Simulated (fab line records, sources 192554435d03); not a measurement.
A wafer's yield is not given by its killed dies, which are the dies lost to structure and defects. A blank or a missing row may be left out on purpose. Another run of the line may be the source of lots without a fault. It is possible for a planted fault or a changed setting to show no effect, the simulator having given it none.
Matching of chambers || flow n5Finfet || N5_SD_EPI_N_LINER_46 on aldSin-02 has 4 sister chambers
The step material SiNx, target thk 3 nm. 22 wafers are shown with their chamber, then 11 later ones without.

== WAFERS PAIRED WITH THEIR CHAMBERS ==
{"wafer": "L074.1", "chamber": 2, "heaterPowerW (W)": 786, "chamberPressureTorr (Torr)": 1.999}
{"wafer": "L074.5", "chamber": 0, "heaterPowerW (W)": 801, "chamberPressureTorr (Torr)": 2.002}
{"wafer": "L074.6", "chamber": 1, "heaterPowerW (W)": 859, "chamberPressureTorr (Torr)": 2.002}
{"wafer": "L075.2", "chamber": 3, "heaterPowerW (W)": 915, "chamberPressureTorr (Torr)": 2.001}
{"wafer": "L075.5", "chamber": 0, "heaterPowerW (W)": 831, "chamberPressureTorr (Torr)": 2.004}
{"wafer": "L075.6", "chamber": 1, "heaterPowerW (W)": 843, "chamberPressureTorr (Torr)": 1.987}
{"wafer": "L076.4", "chamber": 2, "heaterPowerW (W)": 790, "chamberPressureTorr (Torr)": 2.006}
{"wafer": "L076.5", "chamber": 0, "heaterPowerW (W)": 829, "chamberPressureTorr (Torr)": 2.000}
{"wafer": "L076.6", "chamber": 3, "heaterPowerW (W)": 923, "chamberPressureTorr (Torr)": 1.992}
{"wafer": "L078.4", "chamber": 3, "heaterPowerW (W)": 922, "chamberPressureTorr (Torr)": 1.995}
{"wafer": "L078.5", "chamber": 1, "heaterPowerW (W)": 853, "chamberPressureTorr (Torr)": 2.001}
{"wafer": "L078.6", "chamber": 2, "heaterPowerW (W)": 798, "chamberPressureTorr (Torr)": 2.005}
{"wafer": "L079.1", "chamber": 0, "heaterPowerW (W)": 810, "chamberPressureTorr (Torr)": 1.999}
{"wafer": "L079.3", "chamber": 3, "heaterPowerW (W)": 936, "chamberPressureTorr (Torr)": 2.003}
{"wafer": "L079.4", "chamber": 1, "heaterPowerW (W)": 850, "chamberPressureTorr (Torr)": 1.995}
{"wafer": "L086.1", "chamber": 2, "heaterPowerW (W)": 847, "chamberPressureTorr (Torr)": 1.992}
{"wafer": "L086.2", "chamber": 3, "heaterPowerW (W)": 958, "chamberPressureTorr (Torr)": 2.005}
{"wafer": "L086.3", "chamber": 0, "heaterPowerW (W)": 786, "chamberPressureTorr (Torr)": 2.001}
{"wafer": "L087.1", "chamber": 0, "heaterPowerW (W)": 813, "chamberPressureTorr (Torr)": 1.994}
{"wafer": "L087.2", "chamber": 1, "heaterPowerW (W)": 827, "chamberPressureTorr (Torr)": 2.001}
{"wafer": "L087.4", "chamber": 2, "heaterPowerW (W)": 845, "chamberPressureTorr (Torr)": 2.002}
{"wafer": "L090.1", "chamber": 0, "heaterPowerW (W)": 807, "chamberPressureTorr (Torr)": 2.001}

SIGNATURES (means of the wafers above)
{"reading": "heaterPowerW", "chamber 0": 811.00, "chamber 1": 846.40, "chamber 2": 813.20, "chamber 3": 930.80, "scatter within a chamber": 19.6}
{"reading": "chamberPressureTorr", "chamber 0": 2.00014, "chamber 1": 1.99720, "chamber 2": 2.00080, "chamber 3": 1.99920, "scatter within a chamber": 0.00509}
Rule: a wafer lies at a distance from a chamber equal to the root of the sum of squares, over the readings, of (its reading less the chamber's mean, divided by the reading's scatter). The wafer belongs to the nearest chamber; if the next one is less than 2 further off, it can't be placed. The scatter is the square root of a quotient: the sum, over the shown wafers, of each reading's squared deviation from its chamber's mean, divided by wafers minus chambers.

== WAFERS WHOSE CHAMBER IS MISSING ==
{"wafer": "L090.2", "heaterPowerW (W)": 848, "chamberPressureTorr (Torr)": 2.000}
{"wafer": "L090.6", "heaterPowerW (W)": 831, "chamberPressureTorr (Torr)": 1.989}
{"wafer": "L091.2", "heaterPowerW (W)": 856, "chamberPressureTorr (Torr)": 1.998}
{"wafer": "L091.3", "heaterPowerW (W)": 798, "chamberPressureTorr (Torr)": 1.998}
{"wafer": "L091.4", "heaterPowerW (W)": 839, "chamberPressureTorr (Torr)": 1.994}
{"wafer": "L093.1", "heaterPowerW (W)": 939, "chamberPressureTorr (Torr)": 2.002}
{"wafer": "L093.5", "heaterPowerW (W)": 819, "chamberPressureTorr (Torr)": 2.001}
{"wafer": "L093.6", "heaterPowerW (W)": 832, "chamberPressureTorr (Torr)": 2.000}
{"wafer": "L094.2", "heaterPowerW (W)": 848, "chamberPressureTorr (Torr)": 2.003}
{"wafer": "L094.3", "heaterPowerW (W)": 774, "chamberPressureTorr (Torr)": 1.995}
{"wafer": "L094.5", "heaterPowerW (W)": 919, "chamberPressureTorr (Torr)": 1.997}

== THE CHAMBER EACH PASSED THROUGH ==
{"wafer": "L090.2", "from the rows above": "can't be placed: 1 or 2 or 0", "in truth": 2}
{"wafer": "L090.6", "from the rows above": "can't be placed: 1 or 0 or 2", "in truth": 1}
{"wafer": "L091.2", "from the rows above": "can't be placed: 1 or 2 or 0", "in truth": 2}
{"wafer": "L091.3", "from the rows above": "can't be placed: 0 or 2 or 1", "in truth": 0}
{"wafer": "L091.4", "from the rows above": "can't be placed: 1 or 0 or 2", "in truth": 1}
{"wafer": "L093.1", "from the rows above": 3, "in truth": 3}
{"wafer": "L093.5", "from the rows above": "can't be placed: 2 or 0 or 1", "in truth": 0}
{"wafer": "L093.6", "from the rows above": "can't be placed: 1 or 2 or 0", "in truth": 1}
{"wafer": "L094.2", "from the rows above": "can't be placed: 1 or 2 or 0", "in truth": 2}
{"wafer": "L094.3", "from the rows above": "can't be placed: 0 or 2 or 1", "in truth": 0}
{"wafer": "L094.5", "from the rows above": 3, "in truth": 3}
Correctly placed: 2 of 11. From these rows, 9 cannot be placed; in 9 the true chamber is one of the candidates. Placed wrongly: 0.
